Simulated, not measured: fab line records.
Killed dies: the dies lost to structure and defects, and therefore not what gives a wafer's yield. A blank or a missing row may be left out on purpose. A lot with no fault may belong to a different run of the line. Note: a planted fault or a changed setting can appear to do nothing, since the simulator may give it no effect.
Lot-split experiment | flow n5-finfet | 21 wafers read across 7 lots, on a route 1938 steps long

== SPLIT DETAILS ==
At N5_BEOL_M11_PEB_26 (peb time 60 s), the setting peb-time-s was moved away from the recipe's 60 s on 4 of the 21 wafers read, by -9.9% to +19.7%. For the rest of the wafers, this setting stayed at what the recipe calls for.

== SPLIT TO READING: what lies between them in the file, 1 step ==
- N5_BEOL_M11_DEVELOP_27: develop time 30 s

== THE READING ==
cd-nm (nm) at N5_BEOL_M11_CD_MEAS_28, where the cd target is 70 nm. Typical for fault-free wafers on this fab line: 70.2 nm, with standard deviation 0.67 nm.

wafer  | tool, chamber at the split | peb-time-s as run, s | against the recipe | cd-nm, nm | against lot-mates on the recipe
L078.1 | litho-track-02, 0          | 60                   | recipe             | 72.0      | -
L078.3 | litho-track-02, 0          | 71.42                | +19.0%             | 77.4      | +6.2
L078.6 | litho-track-02, 0          | 60                   | recipe             | 70.3      | -
L083.1 | litho-track-04, 0          | 60                   | recipe             | 70.2      | -
L083.2 | litho-track-04, 0          | 60                   | recipe             | 69.9      | -
L083.6 | litho-track-04, 0          | 60                   | recipe             | 70.3      | -
L088.4 | litho-track-02, 0          | 60                   | recipe             | 71.8      | -
L088.5 | litho-track-02, 0          | 60                   | recipe             | 71.6      | -
L088.6 | litho-track-02, 0          | 60                   | recipe             | 70.3      | -
L089.1 | litho-track-05, 0          | 60                   | recipe             | 69.6      | -
L089.3 | litho-track-05, 0          | 60                   | recipe             | 69.7      | -
L089.5 | litho-track-05, 0          | 60                   | recipe             | 70.5      | -
L093.1 | litho-track-05, 0          | 60                   | recipe             | 69.1      | -
L093.3 | litho-track-05, 0          | 69.12                | +15.2%             | 74.9      | +5.8
L093.6 | litho-track-05, 0          | 60                   | recipe             | 69.2      | -
L094.1 | litho-track-02, 0          | 60                   | recipe             | 69.7      | -
L094.2 | litho-track-02, 0          | 54.07                | -9.9%              | 65.9      | -4.3
L094.5 | litho-track-02, 0          | 60                   | recipe             | 70.7      | -
L096.1 | litho-track-02, 0          | 71.79                | +19.7%             | 77.8      | +8.0
L096.2 | litho-track-02, 0          | 60                   | recipe             | 69.3      | -
L096.5 | litho-track-02, 0          | 60                   | recipe             | 70.2      | -

THE FIT
A straight line over all 21 wafers: cd-nm changes by +0.372 nm for each +1% of peb-time-s; r = +0.95; the points scatter about the line by 0.84 nm.
The same after taking each lot's own level away (the mean of its wafers on the recipe; 21 wafers): +0.38 nm for each +1%; r = +0.98; scatter 0.55 nm.
According to that fit, moving peb-time-s by its largest amount changes the reading by 7.5 nm.
The lots' own levels span 69.15 to 71.23 nm, that is 3.1 times the standard deviation above.
So the lot-to-lot level changes the slope little: the two slopes agree.
Check: with one of the wafers moved furthest among these (+19.7%) left out of the fit, the line predicts +7.06 nm for it against its lot-mates. Against them it came out at +8.05 nm.

== OTHER SPLITS ON THESE WAFERS ==
These wafers also went through other splits before the reading. Each is held against what the fit with the lots' levels taken away leaves over:
other split on the same wafers | wafers away from the commonest value | r with cd-nm (lot level and that fit taken away)
N5_BEOL_M10_COAT_60 spin-rpm   | 6                                    | +0.33
N5_BEOL_M11_COAT_05 spin-rpm   | 8                                    | -0.27
N5_BEOL_M11_EXPOSE_08 dose-mj  | 4                                    | +0.28

== THE FILE'S OWN FIT ==
cd-nm changes by +0.378 nm for each +1% of peb-time-s, r = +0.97.
